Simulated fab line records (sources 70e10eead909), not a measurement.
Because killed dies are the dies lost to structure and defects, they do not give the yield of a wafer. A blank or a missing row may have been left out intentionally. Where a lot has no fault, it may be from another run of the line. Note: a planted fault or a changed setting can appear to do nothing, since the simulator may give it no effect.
Chamber matching    flow nand harc    NHARC_A_BONDPAD_DESCUM_11 on rie diel-05 has 4 sister chambers
The step chemistry O2, time 3 s. 4 wafers are shown with their chamber, then 7 later ones without.

## WAFERS, EACH WITH ITS CHAMBER
wafer   chamber  drypump motor current A (A)
L253.5  3        6.2
L254.5  0        5.0
L258.1  1        6.2
L258.3  2        5.2

## WAFERS WITH NO CHAMBER GIVEN
wafer   drypump motor current A (A)
L258.4  6.2
L259.2  6.2
L259.3  6.1
L259.5  5.3
L268.1  5.0
L268.3  6.1
L268.4  6.2

## CHAMBER TAKEN BY EACH
wafer   from the rows above      in truth
L258.4  can't be placed: 1 or 3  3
L259.2  can't be placed: 1 or 3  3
L259.3  can't be placed: 1 or 3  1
L259.5  2                        2
L268.1  0                        0
L268.3  can't be placed: 1 or 3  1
L268.4  can't be placed: 1 or 3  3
2 of 7 placed correctly. Unplaceable from these rows: 5, with the true chamber sitting among the candidates in 5. 0 placed wrongly.
How it was worked out, from the rows above alone: a wafer's distance from a chamber is the root of the sum, over the readings, of the square of ((its reading less the chamber's mean) divided by the reading's scatter). If the next closest chamber is less than 2 further off than the closest, the wafer can't be placed; otherwise it belongs to the closest. A chamber's mean is the mean of its shown wafers. The scatter (one wafer shown for each chamber): square how far every hidden wafer sits from the nearest shown wafer, average those squares and take the square root.
